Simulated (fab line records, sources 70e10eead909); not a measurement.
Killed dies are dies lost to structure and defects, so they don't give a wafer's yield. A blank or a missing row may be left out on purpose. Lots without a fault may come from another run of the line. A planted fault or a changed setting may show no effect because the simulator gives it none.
fab line records | flow nand_harc | part 2 of 2: steps 4 to 6 of 6
record lots=22 wafers=66 last_day=33
route steps=1302 shown A_STAIRCASE@703
lots that met no fault: from a run of the same line without faults
start_h: hours from the record's first day to the start of the lot's first wafer shown | wait_h: hours since the lot's step before | " the same as in the row above | L1.1+2: a row that stands for several wafers | - no value, or no start given | * or withheld: withheld | < > ~ a bound
route shown NAME@n: a module of which the file shows steps, and the number in the route of the first | usual: mean/standard deviation of fault-free wafers | same: alike in all rows | chamber/n: place in a boat | sites: the reading at each site | _std_site: their standard deviation | _edge_site: outer sites' mean less inner sites' | radius_mm: how far each site lies from the wafer's centre | mask NAME#n: copy n | behind: the tool/chamber that last shaped the wafer | hold: why the lot was held/for how many hours/how that ended | device: the transistor (n, p or np) that didn't switch | end of line: the same wafers' tests at the end of the route | a step without rows: its recipe alone | killed: dies lost to structure and defects at the first sort, not the wafer's yield | map: a wafer's dies, x killed, . not, _ none there
set.NAME: the setting as run; set.NAME@STEP: as run at that earlier step | model.NAME: the simulator's own value behind a step, which no gauge read
steps of the route over a sample of lots; a table a step, a row a wafer
services: from which hour (start_h, from the record's first day; less than 0 if before it) a tool's chamber was out of use, for how many hours, and why
## steps
# step NHARC_A_STAIRCASE_TRIM_198
# recipe time_s=211.2 o2_flow_sccm=500 ar_flow_sccm=0 bias_w=0 chemistry=O2
# usual drypump_motor_current_A=5.7/0.38 o2_flow_sccm=500.2/1.5 oes_product_au=1.003/0.0093 rf_vpp_V=57.8/0.89 showerhead_plenum_p_Torr=3.53/0.13 throttle_valve_pct=17.037/0.0091
# columns lot.wafer tool chamber start_h wait_h drypump_motor_current_A o2_flow_sccm oes_product_au rf_hours_counter_h rf_vpp_V showerhead_plenum_p_Torr throttle_valve_pct
L075.4 rie_diel-09 0 - - 5.2 502.1 1.013 16 58.8 3.48 17.023
L075.1 " 1 " " 5.9 499.7 1.003 12 58.7 3.67 17.043
L075.6 " 2 " " 5.2 501.6 1.004 - 56.2 3.43 17.030
L074.2 rie_diel-10 0 - - 5.4 500.2 0.999 33 57.9 3.56 17.034
L074.1 " 2 " " 6.1 499.8 0.997 37 58.8 3.75 17.041
L074.5 " 0 " " 5.4 498.0 1.006 - 57.8 3.56 17.041
L077.2 rie_diel-03 2 - - 5.4 498.8 1.004 23 58.5 3.68 17.028
L077.1 " 3 " " 5.9 503.8 1.004 29 59.0 3.67 17.046
L077.3 " 0 " " 6.0 500.6 0.998 32 57.9 3.34 17.037
L078.2 rie_diel-03 3 - - 5.9 498.4 1.013 29 59.5 3.67 17.050
L078.1 " 0 " " 5.9 498.9 1.000 32 58.6 3.34 17.030
L078.6 " 3 " " 5.9 498.3 1.019 - 59.1 3.67 17.036
L079.2 rie_diel-10 2 - - 6.1 500.2 0.997 55 56.4 3.74 17.042
L079.6 " 2 " " 6.1 499.7 0.994 - 57.5 3.74 17.030
L079.5 " 3 " " 4.7 499.3 0.993 - 58.2 3.51 17.032
L080.2 rie_diel-09 1 - - 6.0 500.2 1.003 29 58.1 3.66 17.044
L080.1 " 2 " " 5.2 504.1 1.015 31 57.7 3.42 17.038
L080.4 " 3 " " 5.7 497.6 1.014 29 58.9 3.60 17.037
L081.1 rie_diel-03 0 - - 6.0 500.9 0.999 46 57.6 3.33 17.046
L081.3 " 1 " " 5.7 499.0 1.011 41 57.9 3.37 17.025
L081.5 " 1 " " 5.7 499.5 1.014 - 57.1 3.37 17.031
L082.2 rie_diel-03 0 - - 6.0 499.8 1.006 51 57.5 3.33 17.045
L082.4 " 1 " " 5.7 500.2 0.993 48 57.6 3.37 17.030
L082.5 " 1 " " 5.7 499.7 1.007 - 57.2 3.37 17.033
L084.1 rie_diel-09 2 - - 5.2 501.3 1.007 41 57.5 3.42 17.025
L084.4 " 0 " " 5.2 500.3 1.009 39 58.0 3.47 17.057
L084.6 " 2 " " 5.2 497.8 1.005 - 57.6 3.42 17.019
L086.1 rie_diel-09 2 - - 5.2 501.3 1.005 47 57.1 3.41 17.023
L086.2 " 3 " " 5.6 497.2 1.010 44 58.2 3.60 17.055
L086.5 " 2 " " 5.2 501.1 1.014 - 57.4 3.41 17.024
L087.2 rie_diel-09 3 - - 5.6 502.4 1.008 44 58.1 3.60 17.035
L087.5 " 0 " " 5.2 497.8 1.020 - 56.5 3.46 17.041
L087.6 " 1 " " 6.0 500.5 0.988 - 57.6 3.65 17.048
L085.1 rie_diel-10 1 - - 6.5 500.1 1.007 21 58.1 3.52 17.033
L085.2 " 2 " " 6.1 500.8 0.997 21 57.0 3.73 17.035
L085.5 " 2 " " 6.1 501.0 0.990 - 58.5 3.73 17.027
L088.3 rie_diel-03 0 - - 6.0 500.4 1.022 6 57.3 3.32 17.043
L088.6 " 1 " " 5.7 499.2 0.993 - 56.8 3.36 17.034
L088.5 " 2 " " 5.4 500.6 0.991 - 58.5 3.66 17.041
L089.2 rie_diel-03 3 - - 5.9 498.1 1.018 13 59.8 3.65 17.042
L089.4 " 0 " " 6.0 499.5 1.008 11 58.8 3.32 17.043
L089.5 " 3 " " 5.9 500.7 1.006 - 58.4 3.65 17.051
L090.2 rie_diel-03 1 - - 5.7 498.3 1.000 16 57.0 3.36 17.043
L090.6 " 3 " " 5.9 499.6 0.998 - 57.2 3.65 17.050
L090.5 " 0 " " 6.0 496.3 1.010 - 56.2 3.32 17.031
L092.1 rie_diel-03 3 - - 5.9 498.6 0.996 21 59.2 3.64 17.029
L092.4 " 0 " " 6.0 503.3 1.008 19 57.0 3.32 17.042
L092.6 " 3 " " 5.9 502.3 1.007 - 58.6 3.64 17.053
L091.1 rie_diel-09 3 - - 5.6 501.1 1.001 9 56.9 3.59 17.013
L091.3 " 1 " " 6.0 502.0 0.996 6 58.6 3.64 17.038
L091.2 " 2 " " 5.2 499.2 0.986 7 58.0 3.41 17.038
L093.6 rie_diel-10 1 - - 6.4 501.4 1.014 - 57.9 3.50 17.028
L093.4 " 2 " " 6.1 500.3 1.004 - 58.4 3.71 17.032
L093.5 " 0 " " 5.4 503.4 1.001 - 56.7 3.52 17.036
L094.3 rie_diel-03 3 - - 6.0 501.5 1.005 27 57.1 3.64 17.053
L094.1 " 0 " " 5.9 499.3 0.992 27 57.2 3.31 17.026
L094.6 " 3 " " 5.9 501.0 0.996 - 58.7 3.64 17.050
L095.3 rie_diel-03 2 - - 5.4 500.9 0.991 29 59.9 3.65 17.048
L095.4 " 3 " " 5.9 499.1 0.996 28 58.5 3.64 17.029
L095.5 " 2 " " 5.4 504.1 0.994 - 58.0 3.65 17.046
L096.4 rie_diel-09 0 - - 5.2 500.0 1.016 21 58.5 3.45 17.040
L096.1 " 2 " " 5.2 498.3 0.992 19 56.9 3.40 17.030
L096.6 " 0 " " 5.2 500.9 1.004 - 56.2 3.45 17.021
L097.3 rie_diel-03 3 - - 5.9 500.9 1.001 33 58.0 3.64 17.035
L097.4 " 1 " " 5.7 502.3 0.994 33 58.3 3.35 17.027
L097.6 " 3 " " 5.9 503.4 1.006 - 58.2 3.64 17.051
# step NHARC_A_STAIRCASE_STRIP_205
# recipe power_w=1500 temp_c=250 chemistry=O2
# usual drypump_motor_current_A=5.4/0.45 heater_power_w=346/15
# columns lot.wafer tool chamber start_h wait_h drypump_motor_current_A heater_power_w rf_hours_counter_h
L075.1 plasma_asher-02 0 368.20 0.1 5.7 344 24
L075.4 " 0 " " 5.7 338 -
L075.6 " 1 " " 5.8 364 -
L074.1 plasma_asher-01 0 368.36 0.1 4.7 354 3
L074.2 " 1 " " 5.2 354 3
L074.5 " 1 " " 5.2 348 -
L077.2 plasma_asher-01 1 388.79 0.1 5.2 363 8
L077.1 " 0 " " 4.7 357 8
L077.3 " 0 " " 4.7 350 -
L078.2 plasma_asher-02 0 388.97 0.1 5.7 337 29
L078.1 " 1 " " 5.9 364 29
L078.6 " 0 " " 5.7 332 -
L079.2 plasma_asher-02 1 420.08 0.1 5.8 358 35
L079.6 " 1 " " 5.8 366 -
L079.5 " 0 " " 5.7 341 -
L080.1 plasma_asher-01 1 427.34 0.1 5.2 363 15
L080.2 " 0 " " 4.7 356 15
L080.4 " 1 " " 5.2 357 -
L081.1 plasma_asher-01 1 427.92 0.1 5.2 352 15
L081.3 " 1 " " 5.2 367 -
L081.5 " 1 " " 5.2 356 -
L082.2 plasma_asher-02 1 444.89 0.1 5.9 344 3
L082.4 " 0 " " 5.7 326 -
L082.5 " 0 " " 5.7 324 -
L084.1 plasma_asher-01 1 461.26 0.1 5.2 359 24
L084.4 " 0 " " 4.7 349 -
L084.6 " 0 " " 4.7 358 -
L086.2 plasma_asher-02 0 477.91 0.1 5.7 319 9
L086.1 " 1 " " 5.9 334 9
L086.5 " 1 " " 5.8 344 -
L087.2 plasma_asher-01 0 478.32 0.1 4.7 356 27
L087.6 " 0 " " 4.7 360 -
L087.5 " 1 " " 5.2 361 -
L085.1 plasma_asher-02 1 478.86 0.1 5.9 337 10
L085.2 " 0 " " 5.7 317 10
L085.5 " 0 " " 5.7 314 -
L088.3 plasma_asher-01 0 498.96 0.2 4.7 355 -
L088.6 " 1 " " 5.2 355 -
L088.5 " 0 " " 4.7 356 -
L089.2 plasma_asher-01 0 513.99 0.1 4.7 366 33
L089.4 " 1 " " 5.2 361 -
L089.5 " 1 " " 5.2 357 -
L090.2 plasma_asher-01 0 532.21 0.1 4.7 345 1
L090.6 " 0 " " 4.7 344 -
L090.5 " 1 " " 5.2 348 -
L092.1 plasma_asher-02 1 539.41 0.1 5.8 343 23
L092.4 " 1 " " 5.8 336 -
L092.6 " 1 " " 5.8 351 -
L091.1 plasma_asher-02 0 540.22 0.1 5.7 318 23
L091.2 " 1 " " 5.8 345 23
L091.3 " 0 " " 5.7 319 -
L093.4 plasma_asher-02 1 559.11 0.2 5.8 343 -
L093.5 " 0 " " 5.7 316 -
L093.6 " 1 " " 5.8 344 -
L094.1 plasma_asher-02 1 562.10 0.1 5.8 343 27
L094.3 " 1 " " 5.9 352 -
L094.6 " 0 " " 5.7 323 -
L095.3 plasma_asher-02 1 574.83 0.2 5.8 346 -
L095.4 " 0 " " 5.7 324 -
L095.5 " 0 " " 5.7 311 -
L096.1 plasma_asher-02 0 587.51 0.1 5.7 320 33
L096.4 " 1 " " 5.8 335 -
L096.6 " 0 " " 5.7 313 -
L097.4 plasma_asher-01 0 587.61 0.2 4.7 353 -
L097.3 " 1 " " 5.2 352 -
L097.6 " 0 " " 4.7 354 -
# step NHARC_A_STAIRCASE_STRIP_238
# recipe power_w=1500 temp_c=250 chemistry=O2
# usual drypump_motor_current_A=5.3/0.45 heater_power_w=346/14
# columns lot.wafer tool chamber start_h wait_h drypump_motor_current_A heater_power_w rf_hours_counter_h
L075.1 plasma_asher-02 1 372.34 0.1 5.8 364 25
L075.4 " 0 " " 5.7 338 -
L075.6 " 0 " " 5.7 334 -
L074.1 plasma_asher-01 1 372.40 0.1 5.2 356 4
L074.2 " 0 " " 4.7 361 4
L074.5 " 0 " " 4.7 356 -
L077.1 plasma_asher-01 1 392.60 0.1 5.2 365 8
L077.2 " 0 " " 4.7 360 8
L077.3 " 1 " " 5.2 357 -
L078.2 plasma_asher-02 1 393.02 0.1 5.8 359 30
L078.1 " 0 " " 5.7 325 30
L078.6 " 1 " " 5.9 368 -
L079.2 plasma_asher-01 0 424.64 0.1 4.7 356 14
L079.5 " 0 " " 4.7 353 -
L079.6 " 1 " " 5.2 359 -
L080.1 plasma_asher-01 0 431.20 0.1 4.7 361 16
L080.2 " 1 " " 5.2 354 16
L080.4 " 1 " " 5.2 356 -
L081.1 plasma_asher-01 0 431.60 0.1 4.7 349 16
L081.3 " 0 " " 4.7 354 -
L081.5 " 0 " " 4.7 359 -
L082.2 plasma_asher-02 0 452.58 0.1 5.7 316 4
L082.4 " 1 " " 5.8 338 -
L082.5 " 0 " " 5.7 324 -
L084.1 plasma_asher-02 1 465.13 0.1 5.9 346 7
L084.4 " 0 " " 5.7 316 -
L084.6 " 1 " " 5.8 341 -
L086.1 plasma_asher-01 1 481.47 0.1 5.2 366 27
L086.2 " 0 " " 4.7 362 27
L086.5 " 1 " " 5.2 361 -
L087.2 plasma_asher-01 1 482.07 0.1 5.2 362 27
L087.5 " 0 " " 4.7 362 -
L087.6 " 1 " " 5.2 368 -
L085.2 plasma_asher-02 0 483.14 0.1 5.7 319 10
L085.1 " 1 " " 5.8 345 10
L085.5 " 0 " " 5.7 323 -
L088.3 plasma_asher-01 0 502.52 0.2 4.7 362 -
L088.5 " 1 " " 5.2 352 -
L088.6 " 0 " " 4.7 364 -
L089.2 plasma_asher-02 1 517.60 0.1 5.9 341 16
L089.4 " 0 " " 5.7 313 -
L089.5 " 1 " " 5.8 336 -
L090.2 plasma_asher-01 1 536.00 0.1 5.2 347 2
L090.6 " 0 " " 4.7 335 -
L090.5 " 1 " " 5.2 358 -
L092.1 plasma_asher-02 1 543.28 0.1 5.9 339 24
L092.4 " 0 " " 5.7 323 -
L092.6 " 1 " " 5.8 343 -
L091.1 plasma_asher-02 0 544.07 0.1 5.7 325 24
L091.2 " 1 " " 5.9 336 24
L091.3 " 0 " " 5.7 326 -
L093.4 plasma_asher-01 1 562.85 0.2 5.2 354 -
L093.6 " 0 " " 4.7 351 -
L093.5 " 1 " " 5.2 352 -
L094.1 plasma_asher-01 1 567.19 0.1 5.2 346 7
L094.3 " 0 " " 4.7 340 -
L094.6 " 1 " " 5.2 342 -
L095.4 plasma_asher-02 0 578.62 0.2 5.7 326 -
L095.3 " 1 " " 5.8 351 -
L095.5 " 1 " " 5.8 341 -
L096.1 plasma_asher-01 1 591.40 0.1 5.2 352 13
L096.4 " 0 " " 4.7 338 -
L096.6 " 1 " " 5.2 350 -
L097.4 plasma_asher-01 1 592.50 0.2 5.2 351 -
L097.3 " 0 " " 4.7 347 -
L097.6 " 1 " " 5.2 350 -
## services
# columns tool chamber start_h hours kind
plasma_asher-01 - 342.51 9.0 pm
rie_diel-09 1 355.22 3.2 repair
rie_diel-03 0 365.02 - clean
rie_diel-03 1 365.02 - clean
rie_diel-03 2 365.02 - clean
rie_diel-03 3 365.02 - clean
rie_diel-10 1 369.32 8.0 repair
rie_diel-03 2 369.93 12.0 repair
rie_diel-03 3 370.39 2.1 repair
rie_diel-10 1 378.72 2.8 repair
rie_diel-09 - 387.69 0.7 repair
rie_diel-03 0 389.52 - clean
rie_diel-03 - 395.41 1.0 repair
rie_diel-03 1 403.32 2.8 repair
rie_diel-03 3 408.20 4.4 repair
plasma_asher-02 - 426.00 9.0 pm
rie_diel-09 0 431.92 13.8 repair
rie_diel-03 - 459.60 9.0 pm
rie_diel-09 - 502.82 9.0 pm
rie_diel-10 1 506.13 3.3 repair
plasma_asher-01 - 519.51 9.0 pm
rie_diel-09 - 533.00 1.8 repair
rie_diel-10 3 552.44 4.8 repair
rie_diel-10 1 565.58 7.9 repair
